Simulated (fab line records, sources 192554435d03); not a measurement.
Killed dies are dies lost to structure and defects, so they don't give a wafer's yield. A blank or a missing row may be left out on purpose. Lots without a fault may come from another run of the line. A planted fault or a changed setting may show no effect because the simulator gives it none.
Chamber matching | flow n5_finfet | N5_BEOL_M5_CURE_80 on uv_cure-03: 3 sister chambers
The step cures SiCOH lowk, time 120 s. 16 wafers are shown with their chamber, then 8 later ones without.

WAFERS WITH THEIR CHAMBER
wafer  | chamber | wafer_temp_C_max | lamp_power_pct (%)
L075.1 | 1       | 371.8            | 52.29
L075.3 | 1       | 371.5            | 52.30
L075.5 | 1       | 371.2            | 52.34
L076.1 | 0       | 372.5            | 52.39
L076.2 | 0       | 372.5            | 52.40
L076.6 | 0       | 371.4            | 52.30
L078.1 | 1       | 372.0            | 52.42
L078.2 | 1       | 371.6            | 52.33
L078.6 | 1       | 371.6            | 52.35
L077.2 | 1       | 371.4            | 52.38
L077.3 | 1       | 371.4            | 52.26
L077.4 | 1       | 371.5            | 52.31
L079.3 | 2       | 372.7            | 52.37
L079.4 | 2       | 372.9            | 52.30
L079.6 | 2       | 372.4            | 52.29
L087.1 | 0       | 371.7            | 52.27

SIGNATURES (means of the wafers above)
reading          | chamber 0 | chamber 1 | chamber 2 | scatter within a chamber
wafer_temp_C_max | 372.025   | 371.556   | 372.667   | 0.342
lamp_power_pct   | 52.3400   | 52.3311   | 52.3200   | 0.0521
Rule: a wafer's distance from a chamber is the root of the sum, over the readings, of the square of ((its reading less the chamber's mean) divided by the reading's scatter). The wafer belongs to the nearest chamber; if the next one is less than 2 further off, it can't be placed. The scatter: the root of (the sum of the squares of (reading less its chamber's mean) over the shown wafers, divided by (wafers less chambers)).

WAFERS WITHOUT THEIR CHAMBER
wafer  | wafer_temp_C_max | lamp_power_pct (%)
L087.3 | 371.8            | 52.31
L087.5 | 371.5            | 52.34
L090.1 | 372.7            | 52.33
L090.4 | 372.2            | 52.39
L090.6 | 372.5            | 52.24
L096.4 | 372.0            | 52.25
L096.5 | 371.9            | 52.35
L096.6 | 371.5            | 52.34

WHICH CHAMBER EACH WENT THROUGH
wafer  | from the rows above          | in truth
L087.3 | can't be placed: 1 or 0 or 2 | 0
L087.5 | can't be placed: 1 or 0      | 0
L090.1 | can't be placed: 2 or 0      | 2
L090.4 | can't be placed: 0 or 2 or 1 | 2
L090.6 | can't be placed: 2 or 0 or 1 | 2
L096.4 | can't be placed: 0 or 1 or 2 | 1
L096.5 | can't be placed: 0 or 1 or 2 | 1
L096.6 | can't be placed: 1 or 0      | 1
Placed correctly: 0 of 8. Can't be placed from these rows: 8 (the true chamber is among the candidates in 8). Placed wrongly: 0.
